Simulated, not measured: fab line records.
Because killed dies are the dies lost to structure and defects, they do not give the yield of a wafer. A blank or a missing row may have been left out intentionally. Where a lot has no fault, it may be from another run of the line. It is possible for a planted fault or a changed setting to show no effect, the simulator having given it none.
Struck lot and sound lot, side by side    flow nandHarc    38 steps out of a route of 1302
Sound: the wafers L302.1, L302.4, L302.6. Struck: wafers L316.1, L316.3, L316.6. The cause comes at the end.
Order at every step that has rows: each side's tool, ch and its chambers, its first start. Under that, the readings that differ: sound wafers    struck wafers    difference of the means    sigmas: that difference in standard deviations of wafers without a fault.
alike: a reading whose means differ by less than 2 such deviations, as well as words and numbers matching on both sides. not compared: withheld readings; readings where some wafer has no value; bounds like >300 that might hide an equal value; numbers whose values overlap and for which the record gives no deviation.
The two part at a step that has a row with sigmas, a row that says differs or no value, or rows on one side only. When numbers do not overlap yet have no deviation, they are printed without sigmas and do not part them. A reading that every wafer of one side lacks parts them only if that side has two wafers or more.

first, 10 steps without rows for these wafers: NHARC_A_CHANNEL_HOLE_D1_STRIP_42 (strips in CF4/CHF3); NHARC_A_CHANNEL_HOLE_D1_STRIP_43 (strips in O2/COS); NHARC_A_CHANNEL_HOLE_D1_ETCH_44 (etches the open film in CF4/O2, target depth 140 nm, overetch 14 nm, time 77 s); NHARC_A_CHANNEL_HOLE_D1_STRIP_27 (strips in O2); NHARC_A_CHANNEL_HOLE_D1_PRECLEAN_28 (cleans in SC1); NHARC_A_CHANNEL_HOLE_D1_SRD_29; NHARC_A_CHANNEL_HOLE_D1_XSEM_31; NHARC_A_CHANNEL_FILL_D1_PRECLEAN_00 (cleans in SC1); NHARC_A_CHANNEL_FILL_D1_SRD_01; NHARC_A_CHANNEL_FILL_D1_ALD_02 (deposits SiO2, target thk 6 nm, pulse time 10 s, ald cycles 60).
NHARC_A_CHANNEL_FILL_D1_ALD_03: deposits SiNx, target thk 6 nm, pulse time 60 s, ald cycles 58.
  struck on aldSinBatch-02, day 16 13:53; sound on aldSinBatch-02 ch 0, day 10 21:00
  no value came back on the struck wafers for aldCycles, chamberPressureTorr (Torr), precursorPulseHeightRel; on the sound wafers aldCycles reads 58 58 58
then, 25 steps without rows for these wafers: NHARC_A_CHANNEL_FILL_D1_ALD_14 (deposits SiO2, target thk 2.5 nm, pulse time 10 s, ald cycles 25); NHARC_A_CHANNEL_FILL_D1_ALD_15 (deposits SiNx, target thk 2 nm, pulse time 60 s, ald cycles 19); NHARC_A_CHANNEL_FILL_D1_ALD_16 (deposits SiO2, target thk 1.5 nm, pulse time 10 s, ald cycles 15); NHARC_A_CHANNEL_FILL_D1_ANNEAL_17 (time 1800 s); NHARC_A_CHANNEL_FILL_D1_CVD_18 (deposits poly-Si, target thk 3 nm); NHARC_A_CHANNEL_FILL_D1_ETCHBACK_19 (etches the open film in HBr/Cl2, target depth 5 nm, time 1.7 s); NHARC_A_CHANNEL_FILL_D1_ETCHBACK_20 (etches the open film in C4F8/O2/Ar, target depth 27 nm, time 13.5 s); NHARC_A_CHANNEL_FILL_D1_STRIP_28 (strips in O2, time 20 s); NHARC_A_CHANNEL_FILL_D1_PRECLEAN_21 (cleans in dHF, time 30 s); NHARC_A_CHANNEL_FILL_D1_SRD_23; NHARC_A_CHANNEL_FILL_D1_CVD_05 (deposits poly-Si, target thk 5 nm); NHARC_A_CHANNEL_FILL_D1_ANNEAL_22 (time 7200 s); NHARC_A_CHANNEL_FILL_D1_ALD_25 (deposits SiOx, target thk 60 nm, pulse time 10 s, ald cycles 600); NHARC_A_CHANNEL_FILL_D1_ETCHBACK_08 (etches the open film in C4F8, target depth 220 nm, time 110 s); NHARC_A_CHANNEL_FILL_D1_STRIP_29 (strips in O2, time 20 s); NHARC_A_CHANNEL_FILL_D1_PRECLEAN_30 (cleans in dHF, time 30 s); NHARC_A_CHANNEL_FILL_D1_SRD_31; NHARC_A_CHANNEL_FILL_D1_CVD_09 (deposits poly-Si, target thk 150 nm, time 3000 s); NHARC_A_CHANNEL_FILL_D1_CMP_10 (polishes, target thk 150 nm); NHARC_A_CHANNEL_FILL_D1_SRD_12; NHARC_A_DECK1_JOINT_ETCHBACK_07 (etches the open film in HBr, target depth 105 nm, time 26.9 s); NHARC_A_DECK1_JOINT_ETCH_25 (etches SiO2 in dHF, target depth 0.5 nm); NHARC_A_DECK1_JOINT_ETCH_19 (etches poly-Si in TMAH, target depth 3 nm); NHARC_A_DECK1_JOINT_ETCH_18 (etches SiO2 in dHF, target depth 3 nm); NHARC_A_DECK1_JOINT_WET_08 (chemistry H3PO4, time 86 s).
-- record jumps: 16 days between struck wafers' starts before vs after; left off in module A_DECK1_JOINT, resumes in module END, first step shown is number 1301 of the route --
NHARC_END_WLT_00:
  sound: prober-01 at day 26 15:57; struck: prober-01 at day 32 15:23
reading                            sound              struck             difference  sigmas
VT_DECK1_BOTTOM                    0.863 0.862 0.860  6.019 6.005 6.032  +5.157      +99 or more
VT_DECK1_BOTTOM_INNER              0.864 0.871 0.870  5.978 6.020 5.985  +5.126      +99 or more
VT_DECK1_MEDIAN_NEAR_BOTTOM        0.861 0.866 0.862  6.044 5.982 5.920  +5.119      +99 or more
VT_DECK1_MEDIAN_NEAR_BOTTOM_INNER  0.868 0.860 0.863  5.935 5.910 6.010  +5.088      +99 or more
VT_DECK1_MIDDLE                    0.877 0.877 0.888  5.996 5.972 6.043  +5.123      +99 or more
VT_DECK1_MIDDLE_INNER              0.887 0.871 0.884  6.031 5.968 6.008  +5.122      +99 or more
VT_DECK1_TOP                       0.891 0.884 0.893  6.024 6.017 6.051  +5.141      +99 or more
VT_DECK1_TOP_INNER                 0.892 0.888 0.893  5.955 6.026 6.026  +5.111      +99 or more
VT_DECK2_BOTTOM                    0.875 0.870 0.870  6.023 5.984 5.963  +5.118      +99 or more
VT_DECK2_BOTTOM_INNER              0.872 0.872 0.868  5.992 6.053 5.993  +5.142      +99 or more
VT_DECK2_MEDIAN_NEAR_BOTTOM        0.874 0.872 0.876  6.015 5.993 6.021  +5.136      +99 or more
VT_DECK2_MEDIAN_NEAR_BOTTOM_INNER  0.876 0.872 0.876  5.976 6.024 6.049  +5.142      +99 or more
VT_DECK2_MIDDLE                    0.892 0.889 0.887  5.955 6.020 6.005  +5.104      +99 or more
VT_DECK2_MIDDLE_INNER              0.893 0.886 0.889  5.991 6.007 5.995  +5.108      +99 or more
VT_DECK2_TOP                       0.899 0.891 0.897  5.996 6.035 6.056  +5.133      +99 or more
VT_DECK2_TOP_INNER                 0.897 0.896 0.896  5.986 5.981 6.050  +5.109      +99 or more
  not compared: hold
NHARC_END_SORT_01:
  the record has rows for the sound wafers here (prober-01 ch 0, day 26 18:55) and none for the struck ones

## WHERE THEY PART
Earliest at NHARC_A_CHANNEL_FILL_D1_ALD_03; latest, in this record, at NHARC_END_SORT_01.

WHY: what the simulator had put in
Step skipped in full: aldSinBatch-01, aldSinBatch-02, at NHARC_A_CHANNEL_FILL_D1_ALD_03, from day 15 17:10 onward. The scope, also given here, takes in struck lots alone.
